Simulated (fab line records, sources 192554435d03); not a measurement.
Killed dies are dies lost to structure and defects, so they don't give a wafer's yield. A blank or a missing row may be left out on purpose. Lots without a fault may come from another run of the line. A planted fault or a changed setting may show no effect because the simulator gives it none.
fab line records | flow n5_finfet
record lots=10 wafers=27 last_day=16
route steps=1938 shown BEOL_M4@1111 BEOL_M5@1145 TV_OPEN@1887 PASSIVATION@1925
lots that met no fault: from a run of the same line without faults
start_h: hours from the record's first day to the start of the lot's first wafer shown | wait_h: hours since the lot's step before | " the same as in the row above | L1.1+2: a row that stands for several wafers | - no value, or no start given | * or withheld: withheld | < > ~ a bound
route shown NAME@n: a module of which the file shows steps, and the number in the route of the first | usual: mean/standard deviation of fault-free wafers | same: alike in all rows | chamber/n: place in a boat | sites: the reading at each site | _std_site: their standard deviation | _edge_site: outer sites' mean less inner sites' | radius_mm: how far each site lies from the wafer's centre | mask NAME#n: copy n | behind: the tool/chamber that last shaped the wafer | hold: why the lot was held/for how many hours/how that ended | device: the transistor (n, p or np) that didn't switch | end of line: the same wafers' tests at the end of the route | a step without rows: its recipe alone | killed: dies lost to structure and defects at the first sort, not the wafer's yield | map: a wafer's dies, x killed, . not, _ none there
set.NAME: the setting as run; set.NAME@STEP: as run at that earlier step | model.NAME: the simulator's own value behind a step, which no gauge read
steps of the route over a sample of lots; a table a step, a row a wafer
services: from which hour (start_h, from the record's first day; less than 0 if before it) a tool's chamber was out of use, for how many hours, and why
## steps
# step N5_BEOL_M4_RC_MEAS_101
# usual DIBL_N=36.9/2.1 DIBL_P=37.1/2.5 IOFF_N=0.17/0.039 IOFF_P=0.23/0.043 ION_N=673/15 ION_P=462/9.1 SS_N=71.8/0.69 SS_P=73.6/0.74 VT_N=250/3.6 VT_P=-249.7/2.9
# columns lot.wafer tool chamber start_h wait_h DIBL_N[mV/V] DIBL_P[mV/V] IOFF_N[nA/um] IOFF_P[nA/um] ION_N[uA/um] ION_P[uA/um] SS_N[mV/dec] SS_P[mV/dec] VT_N[mV] VT_P[mV]
L318.2 prober-01 0 180.79 0.2 33.5 33.0 0.12 0.17 677 465 70.8 72.1 254 -252.8
L318.4 " 0 " " 35.6 35.0 0.15 0.19 665 453 71.1 72.9 249 -252.3
L318.6 " 0 " " 35.8 35.6 0.14 0.19 667 452 70.7 73.2 251 -250.6
L315.1 prober-01 0 185.58 0.0 37.9 37.0 0.18 0.19 674 447 71.8 73.2 248 -249.9
L315.3 " 0 " " 39.5 40.3 0.22 0.23 687 456 71.9 74.3 247 -250.1
L315.5 " 0 " " 37.5 36.5 0.16 0.17 664 444 72.2 73.8 253 -252.8
L320.1 prober-01 0 195.75 0.0 38.2 38.3 0.17 0.27 664 468 71.4 73.9 247 -245.9
L320.5 " 0 " " 40.7 40.6 0.23 0.31 681 468 72.2 74.6 247 -244.4
L319.4 prober-02 0 197.94 0.5 35.4 35.1 0.14 0.20 662 456 71.9 74.4 255 -251.6
L319.5 " 0 " " 34.6 34.5 0.14 0.19 659 451 72.0 73.8 254 -250.6
L319.6 " 0 " " 37.6 37.6 0.18 0.22 683 469 72.3 74.3 251 -250.2
L321.2 prober-01 0 198.34 0.2 35.2 34.9 0.13 0.19 657 453 71.6 72.6 254 -252.9
L321.3 " 0 " " 38.6 38.4 0.20 0.26 673 462 71.9 73.9 250 -246.8
L321.6 " 0 " " 39.4 39.8 0.21 0.27 680 467 71.9 73.5 245 -245.6
L327.4 prober-02 0 242.76 0.5 37.6 40.2 0.22 0.29 682 468 72.4 73.5 249 -247.1
L327.5 " 0 " " 35.9 36.7 0.16 0.21 663 455 72.2 73.3 254 -252.4
L328.1 prober-01 0 250.85 0.0 36.4 37.1 0.15 0.22 675 465 72.1 73.7 253 -253.2
L328.6 " 0 " " 37.2 37.6 0.15 0.23 675 472 71.5 73.6 254 -250.4
L332.2 prober-01 0 267.39 0.2 39.1 39.0 0.23 0.26 689 473 72.1 73.4 244 -245.7
L332.5 " 0 " " 35.9 36.4 0.16 0.21 673 457 71.3 73.0 250 -250.8
L332.6 " 0 " " 40.5 42.4 0.25 0.31 701 476 72.7 74.5 246 -247.9
L335.2 prober-02 0 284.01 0.2 35.4 36.7 0.15 0.21 682 469 71.2 73.3 250 -251.0
L335.3 " 0 " " 37.2 37.4 0.17 0.22 679 463 71.5 74.3 250 -249.4
L335.5 " 0 " " 36.7 37.7 0.18 0.23 694 476 71.5 73.7 246 -250.5
L334.2 prober-01 0 284.13 0.2 40.9 43.4 0.28 0.34 707 486 74.2 75.1 243 -244.5
L334.3 " 0 " " 39.5 40.8 0.22 0.28 682 456 73.1 75.3 244 -247.6
L334.6 " 0 " " 39.0 40.5 0.22 0.28 679 463 72.7 74.5 246 -246.6
# step N5_BEOL_M5_EXPOSE_25
# recipe mask_id=V4 na=0.33 source_shape=quasar sigma_inner=0.2 sigma_outer=0.6 polarization=unpolarized defocus_nm=10 dose_mj=52.75
# same na=0.33
# columns lot.wafer tool chamber start_h wait_h mask
L318.2+4+6 euv_scanner-02 0 183.95 - V4#0
L315.1+3+5 euv_scanner-01 0 192.30 - V4#0
L320.1+5 euv_scanner-01 0 200.91 - V4#0
L319.4+5+6 euv_scanner-01 0 203.33 - V4#0
L321.2+3+6 euv_scanner-02 0 203.95 - V4#0
L327.4+5 euv_scanner-01 0 247.07 - V4#0
L328.1+6 euv_scanner-02 0 256.46 - V4#0
L332.2+5+6 euv_scanner-01 0 271.50 - V4#0
L335.2+3+5 euv_scanner-01 0 287.95 - V4#0
L334.2+3+6 euv_scanner-01 0 288.33 - V4#0
# step N5_PASSIVATION_PASS_ETCH_74
# recipe chemistry=CF4/O2 target=SiNx target_depth_a=2200 time_s=110 ion_energy_ev=100 pressure_mtorr=40 source_w=535 bias_w=49 Ar_flow_sccm=100 cf4_flow_sccm=100 O2_flow_sccm=10
# usual chamber_pressure_mTorr=40.00/0.033 drypump_motor_current_A=6.0/0.58 mfc_ar_sccm=100.0/0.3 oes_product_au=0.76/0.063 rf_vpp_V=240/7.4 showerhead_plenum_p_Torr=2.19/0.065 throttle_valve_pct=15.95/0.21
# columns lot.wafer tool chamber start_h wait_h chamber_pressure_mTorr drypump_motor_current_A mfc_ar_sccm oes_product_au rf_hours_counter_h rf_vpp_V showerhead_plenum_p_Torr throttle_valve_pct
L318.2 rie_diel-04 0 272.67 0.0 39.99 6.1 100.0 0.70 201 258 2.28 16.11
L318.4 " 3 " " 39.99 6.7 100.2 0.79 160 243 2.13 15.88
L318.6 " 0 " " 40.02 6.1 99.9 0.70 - 258 2.28 16.14
L315.1 rie_diel-01 1 281.72 0.0 40.02 6.3 99.6 0.82 75 227 2.23 16.07
L315.3 " 3 " " 39.98 6.3 100.5 0.70 211 238 2.17 15.78
L315.5 " 2 " " 40.02 6.8 100.3 0.75 - 244 2.13 15.74
L320.1 rie_diel-01 1 287.86 0.0 40.03 6.3 100.0 0.82 78 228 2.23 16.09
L320.5 " 1 " " 40.02 6.3 100.1 0.81 - 229 2.23 16.07
L319.4 rie_diel-04 3 294.68 0.0 39.98 6.6 100.0 0.77 170 241 2.12 15.88
L319.5 " 1 " " 39.98 5.0 100.5 0.84 - 233 2.23 15.94
L319.6 " 2 " " 39.93 5.7 100.0 0.69 - 244 2.11 15.95
L321.2 rie_diel-04 3 295.88 0.0 39.98 6.6 100.1 0.78 170 242 2.12 15.89
L321.3 " 1 " " 39.95 5.0 100.3 0.84 69 236 2.23 15.96
L321.6 " 0 " " 39.98 6.1 99.9 0.69 - 258 2.27 16.14
L327.4 rie_diel-02 0 334.80 0.0 40.00 5.6 100.1 0.86 40 227 2.22 15.85
L327.5 " 2 " " 40.02 6.2 99.7 0.83 - 237 2.33 15.86
L328.1 rie_diel-02 2 342.33 0.0 39.92 6.2 99.8 0.83 65 236 2.33 15.87
L328.6 " 2 " " 40.01 6.2 99.8 0.83 - 236 2.33 15.87
L332.2 rie_diel-02 2 358.24 0.0 40.00 6.2 99.9 0.82 70 237 2.33 15.88
L332.5 " 2 " " 40.00 6.2 99.9 0.82 - 236 2.33 15.87
L332.6 " 1 " " 39.96 5.3 99.2 0.72 - 239 2.18 16.07
L335.3 rie_diel-01 0 371.75 0.0 40.03 5.1 100.7 0.81 96 243 2.13 15.70
L334.3 rie_diel-02 0 382.98 0.0 39.95 5.6 100.2 0.84 53 229 2.22 15.86
L334.6 " 3 " " 39.99 6.0 100.1 0.66 - 245 2.18 16.48
# step N5_PASSIVATION_VIA_ETCH_13
# recipe chemistry=CHF3/O2 target=SiO2 target_depth_a=6600 CHF3_flow_sccm=50 O2_flow_sccm=5 Ar_flow_sccm=200 time_s=330 mask_material=PR pressure_mtorr=30 source_w=650 bias_w=170 ion_energy_ev=200 ends=cleared
# usual chamber_pressure_mTorr=30.001/0.026 drypump_motor_current_A=6.0/0.58 etch_rf_on_time_s=240/7.5 mfc_ar_sccm=200.0/0.63 oes_product_au=0.68/0.053 rf_vpp_V=521/15 showerhead_plenum_p_Torr=2.39/0.081 throttle_valve_pct=18.81/0.26
# columns lot.wafer tool chamber start_h wait_h chamber_pressure_mTorr drypump_motor_current_A etch_rf_on_time_s mfc_ar_sccm oes_product_au rf_hours_counter_h rf_vpp_V showerhead_plenum_p_Torr throttle_valve_pct
L318.2 rie_diel-04 0 272.76 0.0 29.978 6.1 244 199.9 0.63 201 560 2.49 19.01
L318.4 " 3 " " 29.973 6.7 231 200.5 0.71 160 525 2.30 18.61
L318.6 " 0 " " 29.958 6.1 249 200.2 0.63 - 560 2.49 19.01
L315.1 rie_diel-01 1 281.81 0.0 29.974 6.4 250 200.4 0.74 75 500 2.46 19.13
L315.3 " 3 " " 29.979 6.3 247 199.9 0.64 211 515 2.37 18.60
L315.5 " 2 " " 30.006 6.8 238 200.3 0.68 - 529 2.30 18.44
L320.1 rie_diel-01 1 287.95 0.0 30.019 6.3 244 200.6 0.75 79 498 2.45 19.14
L320.5 " 1 " " 30.001 6.4 249 200.2 0.74 - 497 2.45 19.14
L319.4 rie_diel-04 3 294.77 0.0 30.041 6.7 237 199.4 0.69 170 524 2.30 18.62
L319.5 " 1 " " 30.023 5.0 234 199.3 0.75 - 514 2.45 18.92
L319.6 " 2 " " 30.047 5.7 249 199.9 0.63 - 529 2.28 18.72
L321.2 rie_diel-04 3 295.97 0.0 30.020 6.7 229 200.5 0.69 170 525 2.30 18.63
L321.3 " 1 " " 29.990 5.0 232 200.9 0.74 69 514 2.45 18.92
L321.6 " 0 " " 29.997 6.1 253 198.8 0.63 - 561 2.49 19.01
L327.4 rie_diel-02 0 334.89 0.0 29.959 5.6 249 199.6 0.77 40 496 2.45 18.87
L327.5 " 2 " " 30.024 6.2 237 199.8 0.75 - 513 2.54 18.75
L328.1 rie_diel-02 2 342.42 0.0 30.007 6.2 239 200.8 0.74 65 514 2.54 18.75
L328.6 " 2 " " 30.000 6.2 236 199.3 0.74 - 513 2.54 18.75
L332.2 rie_diel-02 2 358.33 0.0 30.037 6.2 232 200.9 0.74 70 515 2.54 18.76
L332.5 " 2 " " 30.018 6.2 237 201.2 0.74 - 514 2.54 18.76
L332.6 " 1 " " 30.017 5.4 238 199.7 0.65 - 521 2.39 18.91
L335.3 rie_diel-01 0 371.84 0.0 30.014 5.1 224 200.7 0.73 96 528 2.31 18.50
L334.3 rie_diel-02 0 383.08 0.0 29.934 5.6 243 199.6 0.75 53 495 2.44 18.88
L334.6 " 3 " " 29.986 6.0 243 199.6 0.60 - 534 2.37 19.29
# step N5_PASSIVATION_CD_MEAS_44
# recipe target_cd_nm=40000 landing_energy_ev=500 detector=se_inlens
# usual cd_nm=39997/5.2
# columns lot.wafer tool chamber start_h wait_h cd_nm
L318.2 cd_sem-02 0 276.11 - 39999
L318.4 " 0 " " 40001
L318.6 " 0 " " 39994
L315.1 cd_sem-02 0 286.24 - 39984
L315.3 " 0 " " 39985
L315.5 " 0 " " 39989
L320.1 cd_sem-01 0 291.09 - 40000
L320.5 " 0 " " 39999
L319.4 cd_sem-01 0 298.09 - 39995
L319.5 " 0 " " 39988
L319.6 " 0 " " 40003
L321.2 cd_sem-01 0 299.83 - 39994
L321.3 " 0 " " 39998
L321.6 " 0 " " 39997
L327.4 cd_sem-01 0 338.53 - 40005
L327.5 " 0 " " 40002
L328.1 cd_sem-01 0 351.19 - 39994
L328.6 " 0 " " 40003
L332.2 cd_sem-01 0 361.43 - 39996
L332.5 " 0 " " 39989
L332.6 " 0 " " 39992
L335.3 cd_sem-03 0 374.95 - 40001
L334.3 cd_sem-01 0 386.76 - 40004
L334.6 " 0 " " 40001
# step N5_PASSIVATION_PROBE_49
# usual defect_limited_yield=91.3/1.4 killed_at_M0_to_M3=32/9.5 killed_at_M4_up=14/5.2 killed_at_contacts=13/5.7 killed_at_front_end=41/12 killed_at_other=3.5/2.6 killed_dies=103/17 killed_on_rim=14/4 killed_open=68/14 killed_short=32/7 sort_bin_5_function=5.0/0.91 sort_bin_6_memory=3.3/0.7 sort_bin_8_speed=0.03/0.22 sort_n_pass=1076/17 sort_yield_pct=91.2/1.4
# same gross_dies=1180 killed_at_back_side=0 sort_bin_4_leakage[%]=0
# columns lot.wafer tool chamber start_h wait_h defect_limited_yield[%] killed_at_M0_to_M3 killed_at_M4_up killed_at_contacts killed_at_front_end killed_at_other killed_dies killed_on_rim killed_open killed_short sort_bin_5_function[%] sort_bin_6_memory[%] sort_bin_8_speed[%] sort_n_pass sort_yield_pct[%]
L318.2 prober-02 - 279.29 0.1 89.4 44 11 7 62 1 125 17 69 46 6.4 3.1 0 1055 89.4
L318.4 prober-02 - 279.39 0.2 91.3 40 9 10 43 1 103 11 47 53 5.9 2.3 0 1077 91.3
L318.6 prober-02 - 279.49 0.3 92.1 32 10 8 42 1 93 15 60 28 4.1 3.6 0 1087 92.1
L315.1 prober-02 - 289.71 0.0 91.3 28 23 18 27 7 103 12 75 28 5.2 3.2 0 1077 91.3
L315.3 prober-02 - 289.81 0.1 91.0 22 17 23 42 2 106 13 72 32 4.7 3.6 0 1074 91.0
L315.5 prober-02 - 289.91 0.2 90.6 24 18 23 43 3 111 14 82 28 4.8 4.3 0 1069 90.6
L320.1 prober-02 - 294.23 0.0 89.7 33 14 14 56 4 121 9 95 26 6.3 3.8 0 1059 89.7
L320.5 prober-02 - 294.43 0.2 91.2 32 13 8 48 3 104 15 65 35 5.3 2.6 0 1076 91.2
L319.4 prober-01 - 301.48 0.2 91.9 33 13 11 35 3 95 14 65 20 4.1 3.1 0 1085 91.9
L319.5 prober-01 - 301.53 0.2 91.6 37 20 14 27 1 99 12 67 29 5.2 2.9 0 1081 91.6
L319.6 prober-01 - 301.58 0.3 93.2 32 6 18 21 3 80 14 49 27 3.6 2.9 0 1100 93.2
L321.2 prober-02 - 303.08 0.1 93.0 29 9 11 33 1 83 10 53 30 4.1 2.8 0 1097 93.0
L321.3 prober-02 - 303.13 0.2 92.8 27 8 6 41 3 85 19 52 31 4.2 2.5 0.08 1095 92.8
L321.6 prober-02 - 303.28 0.3 91.8 35 10 2 48 2 97 21 59 31 4.1 3.2 0 1083 91.8
L327.4 prober-01 - 341.83 0.2 87.7 58 26 11 48 2 145 22 103 41 7.5 4.3 0 1035 87.7
L327.5 prober-01 - 341.88 0.2 90.0 41 9 14 53 1 118 16 87 30 6.0 3.5 0 1062 90.0
L328.1 prober-01 - 355.51 0.0 92.4 25 8 4 51 2 90 12 50 31 4.2 2.5 0 1090 92.4
L328.6 prober-01 - 355.76 0.3 92.9 23 7 12 40 2 84 13 52 29 4.2 2.5 0 1096 92.9
L332.2 prober-02 - 364.78 0.1 93.0 30 8 7 34 4 83 8 42 40 3.5 3.1 0 1097 93.0
L332.5 prober-02 - 364.93 0.2 92.2 32 10 18 30 2 92 14 63 29 4.2 3.1 0 1088 92.2
L332.6 prober-02 - 364.98 0.3 92.2 35 13 10 29 5 92 12 54 36 5.2 2.2 0 1088 92.2
L335.2 prober-01 - 378.13 0.1 0 25 1093 4 56 2 1180 152 69 28 5.3 2.5 0 0 0
L335.3 prober-01 - 378.18 0.1 89.5 44 17 9 53 1 124 14 84 39 5.3 4.8 0 1056 89.5
L335.5 prober-01 - 378.28 0.2 0 26 1107 11 36 0 1180 152 60 24 4.7 2.2 0 0 0
L334.2 prober-01 - 389.95 0.1 0 33 1086 14 39 8 1180 152 75 36 5.8 3.6 0 0 0
L334.3 prober-01 - 390.00 0.1 89.3 32 28 18 46 2 126 13 77 37 6.0 3.6 0 1054 89.3
L334.6 prober-01 - 390.15 0.3 90.0 40 18 9 47 4 118 18 73 41 6.1 3.7 0 1062 90.0
# killed by level:class
L318.2 FIN_SAQP:geometric_particle:open=16 BEOL_M0_SAQP:geometric_particle:open=16 BEOL_M0_SAQP:geometric_particle:short=13 FIN_SAQP:geometric_particle:short=12 HKMG_FIN:area_etch=9 BEOL_M3:geometric_particle:open=7 STARTING-WAFER:geometric_particle:open=6 STI_FIN_REVEAL:geometric_particle:open=5
L318.4 BEOL_M0_SAQP:geometric_particle:open=16 BEOL_M0_SAQP:geometric_particle:short=16 GATE_CUT:geometric_particle:short=12 MOL_CONTACT_COAG:geometric_particle:open=7 FIN_SAQP:geometric_particle:open=6 BEOL_M1:geometric_particle:short=6 GATE_CUT:geometric_particle:open=5 STARTING-WAFER:geometric_particle:short=4
L318.6 BEOL_M0_SAQP:geometric_particle:short=12 BEOL_M3:geometric_particle:open=9 FIN_SAQP:geometric_particle:short=7 FIN_SAQP:geometric_particle:open=7 MOL_CONTACT_COAG:geometric_particle:open=6 DUMMY_GATE:geometric_particle:open=5 BEOL_M0_SAQP:geometric_particle:open=5 BEOL_M4:geometric_particle:open=4
L315.1 MOL_CONTACT_COAG:geometric_particle:open=16 BEOL_M0_SAQP:geometric_particle:short=7 BEOL_M4:geometric_particle:open=7 STI_FIN_REVEAL:geometric_particle:open=6 BEOL_M0:geometric_particle:open=5 BEOL_M2:geometric_particle:open=5 BEOL_M5:geometric_particle:open=5 MIM_TOP_ETCH:geometric_particle:open=5
L315.3 MOL_CONTACT_COAG:geometric_particle:open=21 FIN_SAQP:geometric_particle:short=9 STI_FIN_REVEAL:geometric_particle:open=7 DUMMY_GATE:geometric_particle:open=5 GATE_CUT:geometric_particle:short=5 BEOL_M2:geometric_particle:open=5 BEOL_M3:geometric_particle:open=5 BEOL_M4:geometric_particle:open=5
L315.5 MOL_CONTACT_COAG:geometric_particle:open=18 STI_FIN_REVEAL:geometric_particle:open=11 BEOL_M3:geometric_particle:open=10 FIN_SAQP:geometric_particle:open=9 BEOL_M4:geometric_particle:open=8 FIN_SAQP:geometric_particle:short=6 MOL_CONTACT_COAG:geometric_particle:short=5 BEOL_M1:geometric_particle:open=4
L320.1 STI_FIN_REVEAL:geometric_particle:open=22 MOL_CONTACT_COAG:geometric_particle:open=12 BEOL_M1:geometric_particle:open=11 DUMMY_GATE:geometric_particle:open=10 BEOL_M3:geometric_particle:open=7 FIN_SAQP:geometric_particle:short=6 FIN_SAQP:geometric_particle:open=5 BEOL_M2:geometric_particle:open=4
L320.5 STI_FIN_REVEAL:geometric_particle:open=10 BEOL_M0_SAQP:geometric_particle:short=9 FIN_SAQP:geometric_particle:open=8 FIN_SAQP:geometric_particle:short=7 MOL_CONTACT_COAG:geometric_particle:open=7 BEOL_M4:geometric_particle:open=6 STARTING-WAFER:geometric_particle:short=6 BEOL_M1:geometric_particle:open=5
L319.4 STI_FIN_REVEAL:geometric_particle:open=12 MOL_CONTACT_COAG:geometric_particle:open=11 BEOL_M0_SAQP:geometric_particle:open=9 BEOL_M0_SAQP:geometric_particle:short=6 BEOL_M2:geometric_particle:open=6 GATE_CUT:geometric_particle:open=5 BEOL_M1:geometric_particle:open=5 BEOL_M4:geometric_particle:open=5
L319.5 BEOL_M4:geometric_particle:open=14 MOL_CONTACT_COAG:geometric_particle:open=10 STI_FIN_REVEAL:geometric_particle:open=9 BEOL_M2:geometric_particle:open=9 BEOL_M0_SAQP:geometric_particle:short=6 GATE_CUT:geometric_particle:short=5 DUMMY_GATE:geometric_particle:open=5 BEOL_M0_SAQP:geometric_particle:open=5
L319.6 MOL_CONTACT_COAG:geometric_particle:open=14 BEOL_M2:geometric_particle:open=7 STI_FIN_REVEAL:geometric_particle:open=6 BEOL_M0_SAQP:geometric_particle:short=6 MOL_CONTACT_COAG:geometric_particle:short=4 GATE_CUT:geometric_particle:short=4 BEOL_M3:geometric_particle:open=4 BEOL_M1:geometric_particle:open=4
L321.2 FIN_SAQP:geometric_particle:short=15 BEOL_M3:geometric_particle:open=8 MOL_CONTACT_COAG:geometric_particle:open=6 STI_FIN_REVEAL:geometric_particle:open=5 MOL_CONTACT_COAG:geometric_particle:short=5 BEOL_M0_SAQP:geometric_particle:open=5 BEOL_M1:geometric_particle:open=5 BEOL_M5:geometric_particle:open=5
L321.3 FIN_SAQP:geometric_particle:open=10 FIN_SAQP:geometric_particle:short=7 BEOL_M1:geometric_particle:open=7 STI_FIN_REVEAL:geometric_particle:open=6 MOL_CONTACT_COAG:geometric_particle:open=4 BEOL_M0_SAQP:geometric_particle:short=4 BEOL_M3:geometric_particle:open=4 DUMMY_GATE:geometric_particle:open=3
L321.6 STI_FIN_REVEAL:geometric_particle:open=12 FIN_SAQP:geometric_particle:short=9 BEOL_M0_SAQP:geometric_particle:open=7 BEOL_M2:geometric_particle:open=7 HKMG_FIN:area_etch=6 FIN_SAQP:geometric_particle:open=4 BEOL_M0_SAQP:geometric_particle:short=4 BEOL_M0:geometric_particle:open=4
L327.4 BEOL_M1:geometric_particle:open=14 FIN_SAQP:geometric_particle:open=13 MOL_CONTACT_COAG:geometric_particle:open=11 BEOL_M0_SAQP:geometric_particle:open=10 BEOL_M3:geometric_particle:open=10 GATE_CUT:geometric_particle:short=9 BEOL_M0:geometric_particle:open=7 BEOL_M5:geometric_particle:open=6
L327.5 BEOL_M1:geometric_particle:open=20 FIN_SAQP:geometric_particle:open=12 MOL_CONTACT_COAG:geometric_particle:open=12 STI_FIN_REVEAL:geometric_particle:open=11 GATE_CUT:geometric_particle:short=11 GATE_CUT:geometric_particle:open=11 BEOL_M0:geometric_particle:open=6 BEOL_M1:geometric_particle:short=4
L328.1 FIN_SAQP:geometric_particle:short=12 FIN_SAQP:geometric_particle:open=8 HKMG_FIN:area_etch=8 STI_FIN_REVEAL:geometric_particle:open=7 BEOL_M0_SAQP:geometric_particle:open=6 BEOL_M3:geometric_particle:open=6 DUMMY_GATE:geometric_particle:open=5 BEOL_M0_SAQP:geometric_particle:short=4
L328.6 FIN_SAQP:geometric_particle:short=14 FIN_SAQP:geometric_particle:open=11 MOL_CONTACT_COAG:geometric_particle:open=9 DUMMY_GATE:geometric_particle:open=5 BEOL_M2:geometric_particle:open=5 BEOL_M1:geometric_particle:open=4 GATE_CUT:geometric_particle:short=3 MOL_CONTACT_COAG:geometric_particle:short=3
L332.2 BEOL_M0_SAQP:geometric_particle:short=10 STI_FIN_REVEAL:geometric_particle:open=7 BEOL_M0_SAQP:geometric_particle:open=7 BEOL_M2:geometric_particle:short=6 GATE_CUT:geometric_particle:short=4 STI_FIN_REVEAL:geometric_particle:short=4 MOL_CONTACT_COAG:geometric_particle:open=4 BEOL_M4:geometric_particle:open=4
L332.5 MOL_CONTACT_COAG:geometric_particle:open=15 BEOL_M0_SAQP:geometric_particle:open=13 BEOL_M0_SAQP:geometric_particle:short=8 FIN_SAQP:geometric_particle:short=6 FIN_SAQP:geometric_particle:open=4 STI_FIN_REVEAL:geometric_particle:open=4 BEOL_M1:geometric_particle:open=4 BEOL_M4:geometric_particle:open=4
L332.6 BEOL_M0_SAQP:geometric_particle:open=10 BEOL_M2:geometric_particle:short=8 MOL_CONTACT_COAG:geometric_particle:open=7 BEOL_M4:geometric_particle:open=7 STI_FIN_REVEAL:geometric_particle:open=6 BEOL_M0_SAQP:geometric_particle:short=6 BEOL_M1:geometric_particle:open=6 SPACER0:geometric_particle:short=5
L335.2 BEOL_M5:area_expose=1082 STI_FIN_REVEAL:geometric_particle:open=20 BEOL_M3:geometric_particle:open=10 FIN_SAQP:geometric_particle:short=9 BEOL_M4:geometric_particle:open=8 FIN_SAQP:geometric_particle:open=7 BEOL_M1:geometric_particle:open=5 GATE_CUT:geometric_particle:short=4
L335.3 BEOL_M3:geometric_particle:open=24 STI_FIN_REVEAL:geometric_particle:open=16 FIN_SAQP:geometric_particle:short=10 BEOL_M4:geometric_particle:open=8 MOL_CONTACT_COAG:geometric_particle:open=7 BEOL_M1:geometric_particle:open=7 FIN_SAQP:geometric_particle:open=6 BEOL_M3:geometric_particle:short=5
L335.5 BEOL_M5:area_expose=1096 STI_FIN_REVEAL:geometric_particle:open=12 MOL_CONTACT_COAG:geometric_particle:open=9 BEOL_M1:geometric_particle:open=8 BEOL_M3:geometric_particle:open=8 FIN_SAQP:geometric_particle:open=6 FIN_SAQP:geometric_particle:short=4 GATE_CUT:geometric_particle:short=4
L334.2 BEOL_M5:area_expose=1064 FIN_SAQP:geometric_particle:open=16 BEOL_M4:geometric_particle:open=12 BEOL_M2:geometric_particle:open=11 MOL_CONTACT_COAG:geometric_particle:open=9 BEOL_M0_SAQP:geometric_particle:open=8 FIN_SAQP:geometric_particle:short=7 GATE_CUT:geometric_particle:short=6
L334.3 MOL_CONTACT_COAG:geometric_particle:open=14 FIN_SAQP:geometric_particle:open=12 BEOL_M4:geometric_particle:open=11 BEOL_M0_SAQP:geometric_particle:open=8 BEOL_M0_SAQP:geometric_particle:short=8 HKMG_FIN:area_etch=8 FIN_SAQP:geometric_particle:short=7 STI_FIN_REVEAL:geometric_particle:open=7
L334.6 MOL_CONTACT_COAG:geometric_particle:open=9 BEOL_M2:geometric_particle:open=9 FIN_SAQP:geometric_particle:open=8 STI_FIN_REVEAL:geometric_particle:open=8 FIN_SAQP:geometric_particle:short=7 BEOL_M3:geometric_particle:open=7 BEOL_M4:geometric_particle:open=7 BEOL_M0_SAQP:geometric_particle:short=6
## services
# columns tool chamber start_h hours kind
rie_diel-01 3 165.35 3.0 repair
rie_diel-02 0 172.64 - clean
rie_diel-02 0 172.64 - consumable_replace:focus_ring
rie_diel-02 0 172.64 14.3 scheduled_down
rie_diel-02 0 172.64 14.3 vent_cycle
euv_scanner-02 - 212.17 1.0 pm
euv_scanner-01 - 213.21 1.0 pm
rie_diel-01 2 220.07 16.1 repair
euv_scanner-01 0 226.56 - calibration
euv_scanner-02 - 230.46 4.6 pm
rie_diel-02 0 264.59 16.2 repair
euv_scanner-01 - 269.39 1.0 pm
rie_diel-02 - 271.50 14.6 pm
euv_scanner-01 - 304.36 4.6 pm
rie_diel-04 1 310.45 4.1 repair
euv_scanner-02 - 324.47 1.0 pm
euv_scanner-01 - 325.51 1.0 pm
euv_scanner-01 - 351.96 0.3 repair
rie_diel-04 0 360.64 2.0 repair
rie_diel-02 0 361.79 5.2 repair
euv_scanner-02 - 369.73 5.8 pm
rie_diel-04 - 377.92 2.8 pm
euv_scanner-02 - 380.62 1.0 pm
euv_scanner-01 - 381.66 1.0 pm
## key
first_sign step=N5_PASSIVATION_PROBE_49 reading=killed_at_M4_up direction=up sigmas=99+ usual=14 struck=1095
effect step=N5_PASSIVATION_PROBE_49 reading=defect_limited_yield direction=down sigmas=64 usual=91.3 struck=0
more_kills_born_at N5_BEOL_M5_EXPOSE_25@euv_scanner-01=3242
met_at N5_BEOL_M5_EXPOSE_25
struck_lots L334,L335
struck_wafers L334.2,L335.2,L335.5
later_rows_left_out L334.2,L335.2,L335.5
not_acting_at N5_PASSIVATION_PASS_ETCH_74,N5_PASSIVATION_VIA_ETCH_13,N5_PASSIVATION_CD_MEAS_44
onset_between 271.50 287.95
fault kind=process_parameter_drift tool=euv_scanner-01 chamber=- onset_h=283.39 steps=N5_BEOL_M5_EXPOSE_25 channel=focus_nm offset=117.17 shape=step end_h=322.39 scope=struck_wafers_only
# later_rows_left_out: the simulator's readings of these wafers behind a module that went badly wrong aren't trusted and aren't shown, but for the sort
